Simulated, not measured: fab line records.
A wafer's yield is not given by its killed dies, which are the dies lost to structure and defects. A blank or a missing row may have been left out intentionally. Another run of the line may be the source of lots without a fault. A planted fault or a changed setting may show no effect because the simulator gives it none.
fab line records	flow n5_finfet	part 1 of 2: steps 1 to 6 of 7
[record] lots = 7	wafers = 21	last_day = 19
route steps=1938 shown BEOL_M4@1111 BEOL_M8@1376 BEOL_M15@1830 PASSIVATION@1936
lots with no fault: from the same line, run without faults
start_h: start of the lot's first displayed wafer, in hours after the record's first day	wait_h: time in hours since the lot's previous step	" as in the row above	L1.1+2: a row that stands for several wafers	- either no value or no given start	* or withheld: withheld	< > ~ a bound
route shown NAME@n: NAME is a module with steps in the file, n the number in the route of the first one	usual: the fault-free wafers' mean and standard deviation	same: alike in all rows	chamber/n: place in a boat	sites: the reading at each site	_std_site: standard deviation across them	_edge_site: outer sites' mean less inner sites'	radius_mm: for every site, how far away it sits from the centre of the wafer	mask NAME#n: copy n	behind: the last tool/chamber to shape the wafer	hold: reason for holding the lot/hours on hold/outcome of the hold	device: the transistor (n, p or np) that didn't switch	end of line: tests of these same wafers at the route's end	a step given without rows: its recipe and nothing more	killed: dies lost to structure and defects at the first sort, not the wafer's yield	map: the dies of a wafer, with x for killed, . for not killed, _ for no die there
set.NAME: the setting as run; set.NAME@STEP: as run at that earlier step	model.NAME: the simulator's own value behind a step, which no gauge read
one table for each step of the route and one row for each wafer, over a sample of lots
services: from which hour (start_h, from the record's first day; less than 0 if before it) a tool's chamber was out of use, for how many hours, and why
[[steps]]
[step N5_BEOL_M4_RC_MEAS_101]
[usual] DIBL_N = 35.1/1.6	DIBL_P = 34.9/1.8	IOFF_N = 0.143/0.026	IOFF_P = 0.21/0.037	ION_N = 671/11	ION_P = 463/7.8	SS_N = 71.2/0.58	SS_P = 73.0/0.54	VT_N = 251/3	VT_P = -250/4.1
lot.wafer	tool	chamber	start_h	wait_h	DIBL_N[mV/V]	DIBL_P[mV/V]	IOFF_N[nA/um]	IOFF_P[nA/um]	ION_N[uA/um]	ION_P[uA/um]	SS_N[mV/dec]	SS_P[mV/dec]	VT_N[mV]	VT_P[mV]
L127.4	prober-01	0	230.73	0.5	35.6	36.1	0.139	0.21	675	467	71.7	73.2	250	-250
L127.5	"	0	"	"	33.0	33.0	0.098	0.17	654	456	70.8	72.1	256	-252
L127.6	"	0	"	"	37.3	38.3	0.168	0.24	690	474	72.6	74.0	248	-245
L125.1	prober-01	0	241.00	0.0	34.3	35.1	0.135	0.20	681	467	71.2	73.2	254	-248
L125.2	"	0	"	"	35.9	36.5	0.155	0.23	691	467	71.6	73.7	251	-246
L125.6	"	0	"	"	33.5	34.4	0.131	0.20	668	469	71.2	72.3	252	-250
L129.1	prober-01	0	246.28	0.0	32.3	30.9	0.105	0.15	663	458	70.3	72.7	255	-251
L129.4	"	0	"	"	35.7	36.4	0.159	0.22	677	466	71.0	73.3	248	-246
L129.6	"	0	"	"	34.8	34.2	0.141	0.19	673	463	70.4	73.2	251	-248
L131.2	prober-02	0	263.23	0.2	36.7	36.5	0.161	0.26	684	474	71.2	73.9	250	-244
L131.3	"	0	"	"	38.4	37.9	0.194	0.30	687	478	72.3	73.7	246	-242
L131.4	"	0	"	"	38.0	37.9	0.191	0.30	692	478	71.5	73.6	248	-239
L139.1	prober-01	0	330.80	0.0	34.3	33.8	0.121	0.19	656	450	71.3	72.6	253	-251
L139.2	"	0	"	"	37.4	38.1	0.175	0.26	675	472	71.4	73.6	249	-247
L139.3	"	0	"	"	36.3	36.9	0.154	0.23	674	472	71.2	72.7	251	-250
L141.3	prober-01	0	339.92	0.9	37.5	36.4	0.162	0.26	673	469	71.4	73.5	252	-244
L141.5	"	0	"	"	35.5	34.0	0.135	0.23	673	466	71.0	73.5	251	-247
L141.6	"	0	"	"	36.4	35.6	0.157	0.25	677	476	71.7	74.0	250	-243
L142.1	prober-01	0	340.87	0.0	35.0	35.3	0.138	0.21	667	463	71.1	73.1	249	-248
L142.5	"	0	"	"	34.8	36.6	0.135	0.23	661	462	71.2	73.1	249	-247
L142.6	"	0	"	"	35.2	35.1	0.132	0.21	677	474	71.0	73.1	249	-248
[step N5_BEOL_M8_STRIP_36]
[recipe] chemistry = N2/H2	power_w = 450	temp_c = 40	pressure_mtorr = 20	rf_frequency_hz = 6e+07	overash_fraction = 0.3	bias_power_w = 7	h2_frac = 0.5	n2_flow_sccm = 200	h2_flow_sccm = 200
[usual] drypump_motor_current_A = 5.74/0.25	oes_product_au = 0.84/0.061	power_w = 450.0/1.4	rf_vpp_V = 59.1/1.5	showerhead_plenum_p_Torr = 2.58/0.083	throttle_valve_pct = 23.5/0.31
lot.wafer	tool	chamber	start_h	wait_h	drypump_motor_current_A	oes_product_au	power_w	rf_hours_counter_h	rf_vpp_V	showerhead_plenum_p_Torr	throttle_valve_pct
L127.4	rie_diel-06	1	270.47	0.0	5.60	0.79	449.0	107	55.8	2.46	23.8
L127.5	"	3	"	"	5.26	0.94	448.5	-	57.9	2.59	23.2
L127.6	"	0	"	"	5.57	0.82	448.1	-	58.2	2.69	23.7
L125.1	rie_diel-06	2	284.74	0.0	5.72	0.84	449.9	73	60.4	2.67	23.1
L125.2	"	3	"	"	5.27	0.91	450.8	27	58.9	2.59	23.2
L125.6	"	2	"	"	5.74	0.83	451.0	-	61.0	2.67	23.1
L129.1	rie_diel-04	0	285.09	0.0	5.46	0.93	449.8	12	57.7	2.49	23.5
L129.4	"	0	"	"	5.43	0.92	448.9	-	57.8	2.49	23.5
L129.6	"	1	"	"	6.04	0.87	447.6	-	57.7	2.58	23.4
L131.2	rie_diel-05	1	295.36	0.0	5.81	0.85	448.1	55	58.6	2.57	23.0
L131.3	"	0	"	"	5.56	0.75	451.1	156	60.6	2.53	23.3
L131.4	"	2	"	"	6.14	0.79	450.2	112	59.5	2.56	23.9
L139.1	rie_diel-06	2	377.82	0.0	5.75	0.80	452.0	110	62.4	2.66	23.2
L139.2	"	1	"	"	5.61	0.77	448.6	147	58.4	2.44	23.8
L139.3	"	3	"	"	5.28	0.86	451.7	62	58.1	2.57	23.3
L141.3	rie_diel-04	1	378.22	0.0	6.06	0.86	451.2	65	57.0	2.57	23.5
L141.5	"	2	"	"	5.46	0.93	451.4	-	58.7	2.71	23.9
L141.6	"	1	"	"	6.03	0.85	449.7	-	57.3	2.57	23.5
L142.1	rie_diel-06	0	381.02	0.0	5.59	0.78	452.5	120	56.3	2.67	23.8
L142.5	"	2	"	"	5.79	0.78	448.2	-	59.8	2.66	23.1
L142.6	"	1	"	"	5.63	0.76	449.1	-	60.2	2.44	23.9
[step N5_BEOL_M8_OCD_MEAS_38]
[usual] trench_depth_nm = 93.6/1.5
lot.wafer	tool	chamber	start_h	wait_h	trench_depth_nm
L127.4	ocd-02	-	270.67	-	94.6
L127.5	"	-	"	"	95.7
L127.6	"	-	"	"	93.8
L125.1	ocd-02	-	284.94	-	92.1
L125.2	"	-	"	"	94.0
L125.6	"	-	"	"	91.7
L129.1	ocd-01	-	285.28	-	96.6
L129.4	"	-	"	"	96.2
L129.6	"	-	"	"	95.6
L131.2	ocd-01	-	295.56	-	92.1
L131.3	"	-	"	"	92.9
L131.4	"	-	"	"	93.0
L139.1	ocd-01	-	378.01	-	94.5
L139.2	"	-	"	"	94.4
L139.3	"	-	"	"	95.4
L141.3	ocd-02	-	378.43	-	94.0
L141.5	"	-	"	"	93.2
L141.6	"	-	"	"	93.8
L142.1	ocd-02	-	381.22	-	94.4
L142.5	"	-	"	"	93.6
L142.6	"	-	"	"	92.6
[step N5_BEOL_M8_ALD_77]
[recipe] material = TaN	target_thk_a = 20	temp_c = 275	ald_precursor_family = PDMAT	ald_co_reactant = NH3	pressure_torr = 3	carrier_flow_sccm = 1500	pulse_time_s = 2	purge_time_s = 3	co_reactant_purge_time_s = 2	co_reactant_pulse_time_s = 3	ald_cycles = 40	precursor_vessel_temp_c = 75	precursor_vessel_pressure_torr = 26.25	precursor_vessel_carrier_sccm = 1000
[usual] ald_cycles = 40/0	heater_power_w = 402/27
[same] co_reactant_purge_time_s = 2	pulse_time_s = 2
lot.wafer	tool	chamber	start_h	wait_h	ald_cycles	heater_power_w
L127.4	ald_metal-04	2	271.61	0.0	40	415
L127.5	"	1	"	"	40	364
L127.6	"	2	"	"	40	419
L125.1	ald_metal-04	2	285.69	0.2	21	417
L125.2	"	3	"	"	40	449
L125.6	"	0	"	"	40	395
L129.1	ald_metal-04	0	286.07	0.0	21	399
L129.4	"	1	"	"	21	376
L129.6	"	0	"	"	40	411
L131.2	ald_metal-04	2	296.35	0.1	40	422
L131.3	"	0	"	"	40	395
L131.4	"	3	"	"	21	446
L139.1	ald_metal-04	1	378.65	0.0	40	329
L139.2	"	0	"	"	40	398
L139.3	"	3	"	"	40	425
L141.3	ald_metal-04	3	379.14	0.0	40	425
L141.5	"	1	"	"	40	327
L141.6	"	0	"	"	40	395
L142.1	ald_metal-04	0	381.99	0.0	40	400
L142.5	"	3	"	"	40	439
L142.6	"	0	"	"	40	397
[step N5_BEOL_M8_THK_MEAS_53]
[recipe] thk_meas_gauge = xrf	reads = Cu_of_BEOL_M8_ECD_50
[usual] M8_THK = 79.6/2.1
lot.wafer	tool	chamber	start_h	wait_h	M8_THK[nm]
L127.4	film_metro-01	-	273.74	-	78.8
L127.5	"	-	"	"	80.9
L127.6	"	-	"	"	78.9
L125.1	film_metro-02	-	287.86	-	79.2
L125.2	"	-	"	"	79.6
L125.6	"	-	"	"	78.4
L129.1	film_metro-01	-	288.97	-	84.3
L129.4	"	-	"	"	84.8
L129.6	"	-	"	"	83.0
L131.2	film_metro-01	-	297.81	-	78.4
L131.3	"	-	"	"	79.9
L131.4	"	-	"	"	82.5
L139.1	film_metro-01	-	379.93	-	79.5
L139.2	"	-	"	"	80.8
L139.3	"	-	"	"	81.6
L141.3	film_metro-01	-	382.04	-	78.5
L141.5	"	-	"	"	78.8
L141.6	"	-	"	"	79.3
L142.1	film_metro-02	-	383.50	-	79.4
L142.5	"	-	"	"	79.5
L142.6	"	-	"	"	79.2
[step N5_BEOL_M15_RC_MEAS_101]
[usual] COMB_M10 = 1.49e-11/2.9e-12	COMB_M11 = 1.6e-11/3.4e-12	COMB_M12 = 6.7e-12/1.7e-12	COMB_M12_max_site = 9.4e-12/2.3e-12	COMB_M13 = 5.2e-12/1.5e-12	COMB_M14 = 4e-12/1.3e-12	COMB_M15 = 2.8e-12/1.2e-12	COMB_M5 = 3.8e-11/7.7e-12	COMB_M6 = 2.6e-11/5.3e-12	COMB_M7 = 2.7e-11/5.6e-12	COMB_M8 = 2.5e-11/5.9e-12	COMB_M8_max_site = 3.7e-11/9.3e-12	COMB_M9 = 1.5e-11/3.2e-12	SERP_M10 = 3.05/0.082	SERP_M11 = 3.06/0.085	SERP_M12 = 0.644/0.018	SERP_M12_max_site = 0.656/0.019	SERP_M13 = 0.308/0.0066	SERP_M14 = 0.161/0.0035	SERP_M14_max_site = 0.163/0.0036	SERP_M5 = 39.0/1.6	SERP_M6 = 13.7/0.46	SERP_M6_max_site = 14.3/0.52	SERP_M7 = 13.7/0.55	SERP_M8 = 13.7/0.5	SERP_M8_max_site = 14.2/0.55	SERP_M9 = 3.06/0.088
lot.wafer	tool	chamber	start_h	wait_h	COMB_M10[S/m]	COMB_M11[S/m]	COMB_M12[S/m]	COMB_M12_max_site[S/m]	COMB_M13[S/m]	COMB_M14[S/m]	COMB_M15[S/m]	COMB_M5[S/m]	COMB_M6[S/m]	COMB_M7[S/m]	COMB_M8[S/m]	COMB_M8_max_site[S/m]	COMB_M9[S/m]	SERP_M10[ohm/um]	SERP_M11[ohm/um]	SERP_M12[ohm/um]	SERP_M12_max_site[ohm/um]	SERP_M13[ohm/um]	SERP_M14[ohm/um]	SERP_M14_max_site[ohm/um]	SERP_M5[ohm/um]	SERP_M6[ohm/um]	SERP_M6_max_site[ohm/um]	SERP_M7[ohm/um]	SERP_M8[ohm/um]	SERP_M8_max_site[ohm/um]	SERP_M9[ohm/um]
L127.4	prober-01	0	324.31	0.5	1.45e-11	1.5e-11	6e-12	1.19e-11	5.6e-12	5.9e-12	3.3e-12	4.3e-11	2.3e-11	2.4e-11	4.2e-11	7.8e-11	1.3e-11	3.00	3.13	0.674	0.681	0.305	0.165	0.167	40.6	13.7	14.3	14.1	13.6	13.9	3.02
L127.5	"	0	"	"	2.03e-11	1.6e-11	7.4e-12	1.2e-11	5.9e-12	4.9e-12	3e-12	2.8e-11	3.3e-11	2.5e-11	2.4e-11	3.3e-11	1.5e-11	3.05	3.00	0.677	0.701	0.308	0.162	0.165	39.7	13.6	14.0	14.0	13.2	13.4	3.11
L127.6	"	0	"	"	1.49e-11	1.6e-11	5.3e-12	6.8e-12	5.4e-12	5.2e-12	4.5e-12	3.8e-11	2.8e-11	2.8e-11	3.4e-11	4.7e-11	1.6e-11	3.04	3.01	0.639	0.652	0.310	0.163	0.165	41.0	13.5	13.8	13.5	13.6	14.6	2.90
L125.1	prober-01	0	338.68	0.0	1.47e-11	1.5e-11	8.2e-12	1.02e-11	5.7e-12	5.5e-12	3.5e-12	4.3e-11	1.6e-11	2.7e-11	1.94e-10	2.83e-10	1.4e-11	3.05	3.15	0.648	0.661	0.317	0.160	0.163	38.9	13.3	13.9	13.6	12.5	12.8	3.08
L125.2	"	0	"	"	1.75e-11	1.6e-11	8.7e-12	9.3e-12	5.7e-12	5.2e-12	4.2e-12	4.8e-11	2e-11	2.6e-11	2.6e-11	3.7e-11	1.5e-11	3.04	2.99	0.653	0.664	0.317	0.163	0.166	37.4	13.2	13.8	13.4	13.9	14.5	3.16
L125.6	"	0	"	"	1.77e-11	1.2e-11	9.5e-12	1.49e-11	7.5e-12	6e-12	3.1e-12	3.6e-11	2.5e-11	2.9e-11	1.9e-11	2.9e-11	1.1e-11	3.09	3.01	0.660	0.678	0.318	0.164	0.166	38.3	13.2	13.9	13.7	13.5	14.1	3.21
L129.1	prober-02	0	345.50	0.0	9.9e-12	1.3e-11	6e-12	8.9e-12	3.8e-12	2.8e-12	1.9e-12	3.7e-11	1.8e-11	2.3e-11	1.6e-10	2.55e-10	1.8e-11	3.05	3.08	0.633	0.651	0.306	0.157	0.158	39.5	13.6	14.4	14.1	11.9	12.6	3.12
L129.4	"	0	"	"	1.62e-11	1e-11	5e-12	5.8e-12	4.4e-12	2.5e-12	2.2e-12	4.8e-11	2.2e-11	4.6e-11	1.53e-10	2.27e-10	1.6e-11	3.03	3.09	0.663	0.680	0.321	0.162	0.163	39.2	13.9	14.1	14.3	11.5	12.1	3.05
L129.6	"	0	"	"	1e-11	1.5e-11	6.3e-12	9.5e-12	3.2e-12	2.4e-12	8e-13	3.5e-11	3.6e-11	3e-11	2e-11	2.9e-11	1.6e-11	3.09	3.05	0.644	0.649	0.311	0.158	0.161	40.2	14.1	14.5	13.9	13.1	13.7	3.01
L131.2	prober-01	0	350.65	0.2	1.25e-11	1.6e-11	1.04e-11	1.17e-11	7.5e-12	5.2e-12	4.1e-12	4e-11	2.1e-11	2.5e-11	2.1e-11	3.5e-11	1.6e-11	3.04	3.18	0.659	0.679	0.315	0.156	0.158	39.2	13.4	14.3	14.4	14.2	14.6	2.94
L131.3	"	0	"	"	1.4e-11	1.8e-11	7.2e-12	7.9e-12	5.6e-12	4.8e-12	3.4e-12	3.6e-11	1.9e-11	2.6e-11	2.1e-11	3.1e-11	1.5e-11	3.00	3.23	0.638	0.645	0.311	0.160	0.162	38.0	14.0	14.5	14.8	13.1	14.1	3.13
L131.4	"	0	"	"	1.32e-11	2e-11	9.1e-12	1.16e-11	7.9e-12	5.9e-12	3.3e-12	4.2e-11	2.1e-11	2.7e-11	1.58e-10	2.51e-10	1.5e-11	2.99	3.09	0.660	0.682	0.306	0.164	0.165	37.5	13.6	14.0	13.6	12.2	12.6	3.14
L139.1	prober-01	0	434.27	0.0	1.27e-11	1.1e-11	6.3e-12	1e-11	6.5e-12	5.1e-12	3.6e-12	3.9e-11	2.7e-11	2.7e-11	4.4e-11	6.3e-11	1.4e-11	3.17	2.94	0.636	0.643	0.313	0.161	0.163	39.0	13.6	14.4	13.8	13.5	13.7	3.14
L139.2	"	0	"	"	1.34e-11	1.3e-11	8.7e-12	1.06e-11	6.7e-12	5.1e-12	3.9e-12	3e-11	2.5e-11	2.5e-11	4e-11	5.1e-11	1.3e-11	3.27	3.09	0.671	0.682	0.311	0.163	0.165	38.7	14.5	15.8	13.6	13.2	13.3	3.07
L139.3	"	0	"	"	1.69e-11	1.7e-11	7.1e-12	9e-12	6.5e-12	5e-12	4.4e-12	3.7e-11	2.4e-11	2.4e-11	3.5e-11	4.2e-11	1.3e-11	3.23	3.00	0.645	0.658	0.293	0.158	0.160	38.8	14.1	14.5	13.7	13.5	13.9	3.05
L142.1	prober-01	0	443.93	0.0	1.73e-11	1.9e-11	8.6e-12	1.1e-11	6.5e-12	4.5e-12	4.6e-12	3e-11	3.1e-11	2.9e-11	2.6e-11	3.4e-11	1.7e-11	3.15	3.05	0.649	0.658	0.299	0.163	0.164	37.2	13.3	13.8	13.3	14.2	14.6	3.08
L142.5	"	0	"	"	2.13e-11	2.3e-11	9.2e-12	1.35e-11	7.1e-12	5.8e-12	4.4e-12	4.9e-11	3.2e-11	3e-11	2.7e-11	5e-11	2.2e-11	3.22	2.99	0.640	0.647	0.310	0.166	0.168	40.4	13.8	14.1	12.9	14.1	14.9	3.07
L142.6	"	0	"	"	1.42e-11	2e-11	8.7e-12	1.2e-11	7.9e-12	4.4e-12	4.4e-12	3.3e-11	3.1e-11	3.2e-11	2.1e-11	3.5e-11	1.5e-11	3.13	2.96	0.661	0.665	0.299	0.159	0.162	39.2	13.7	14.2	13.2	14.0	14.4	3.00
L141.3	prober-02	0	443.94	0.3	1.6e-11	1.1e-11	3.9e-12	8.1e-12	3.6e-12	3.3e-12	2.3e-12	3.4e-11	2.2e-11	2.7e-11	2.9e-11	3.9e-11	1e-11	3.05	2.94	0.617	0.624	0.315	0.159	0.160	39.7	13.7	14.5	14.3	13.5	14.3	2.97
L141.5	"	0	"	"	1.97e-11	1.7e-11	4.9e-12	6.7e-12	3.9e-12	3e-12	2.1e-12	3.7e-11	1.8e-11	1.6e-11	2.9e-11	3.5e-11	1.3e-11	3.04	3.08	0.660	0.677	0.310	0.162	0.165	41.6	14.6	15.0	14.2	13.9	14.5	3.02
L141.6	"	0	"	"	1.22e-11	1.5e-11	6e-12	7.8e-12	5.2e-12	3.3e-12	1.7e-12	5.2e-11	2.4e-11	2.9e-11	2.9e-11	3.3e-11	1.6e-11	2.91	2.91	0.620	0.630	0.290	0.168	0.169	39.1	13.5	14.0	13.7	13.4	13.9	3.00
// sites COMB_M8 radius_mm=0,75,75,75,75,140,140,140,140
L127.4 2.9e-11 3.4e-11 3.7e-11 4.5e-11 4.2e-11 4.4e-11 4.9e-11 4e-11 7.8e-11
L125.1 2.38e-10 1.26e-10 2.82e-10 2.49e-10 1.22e-10 2.83e-10 1.49e-10 1.26e-10 1.94e-10
L129.1 1.66e-10 2.24e-10 1.39e-10 1.6e-10 1.6e-10 1.36e-10 2.23e-10 2.55e-10 1.58e-10
L131.2 1.7e-11 1.6e-11 3.5e-11 2.4e-11 1.7e-11 2.3e-11 2.1e-11 2e-11 2.1e-11
L139.1 3.1e-11 2.9e-11 6.3e-11 5.4e-11 5.3e-11 2.3e-11 6.3e-11 3.7e-11 4.4e-11
L142.1 1.8e-11 3e-11 1.9e-11 3.4e-11 2.8e-11 2.3e-11 2e-11 2.7e-11 2.6e-11
L141.3 2.9e-11 3.2e-11 1.7e-11 1.9e-11 2.5e-11 3.9e-11 2.8e-11 2.9e-11 3.8e-11
// sites SERP_M8 radius_mm=0,75,75,75,75,140,140,140,140
L127.4 13.4 13.7 13.9 13.6 13.2 13.4 13.8 13.6 13.8
L125.1 12.3 12.8 12.5 12.7 12.8 12.1 12.5 12.1 12.1
L129.1 11.3 11.8 12.0 11.3 11.9 12.2 12.6 11.7 12.2
L131.2 14.2 14.1 14.4 13.6 14.4 13.8 14.6 14.1 14.3
L139.1 13.5 13.5 13.5 13.7 13.5 12.7 12.6 12.9 12.9
L142.1 14.4 13.8 14.6 14.4 14.3 13.4 14.2 13.9 13.5
L141.3 14.3 14.0 13.5 14.2 13.8 13.5 13.2 13.5 13.2
[[key]]
[first_sign] step = N5_BEOL_M8_ALD_77	reading = ald_cycles	direction = down	sigmas = 99+	usual = *	struck = *
[effect] step = N5_BEOL_M15_RC_MEAS_101	reading = COMB_M8	direction = up	sigmas = 24	usual = 2.5e-11	struck = 1.66e-10
[effect] step = N5_PASSIVATION_PROBE_49	reading = sort_bin_4_leakage	direction = up	sigmas = 18	usual = 0	struck = 1.55
met_at N5_BEOL_M8_ALD_77
struck_lots L125,L129,L131
struck_wafers L125.1,L129.1,L129.4,L131.4
not_acting_at N5_BEOL_M8_STRIP_36,N5_BEOL_M8_OCD_MEAS_38,N5_BEOL_M8_THK_MEAS_53
onset_between 271.61 285.69
[fault] kind = process_parameter_drift	tool = ald_metal-04	chamber = -	onset_h = 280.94	steps = N5_BEOL_M8_ALD_77	channel = ald_cycles	offset = *	shape = step	end_h = 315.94	scope = struck_wafers_only	acts_in = *	stated = *
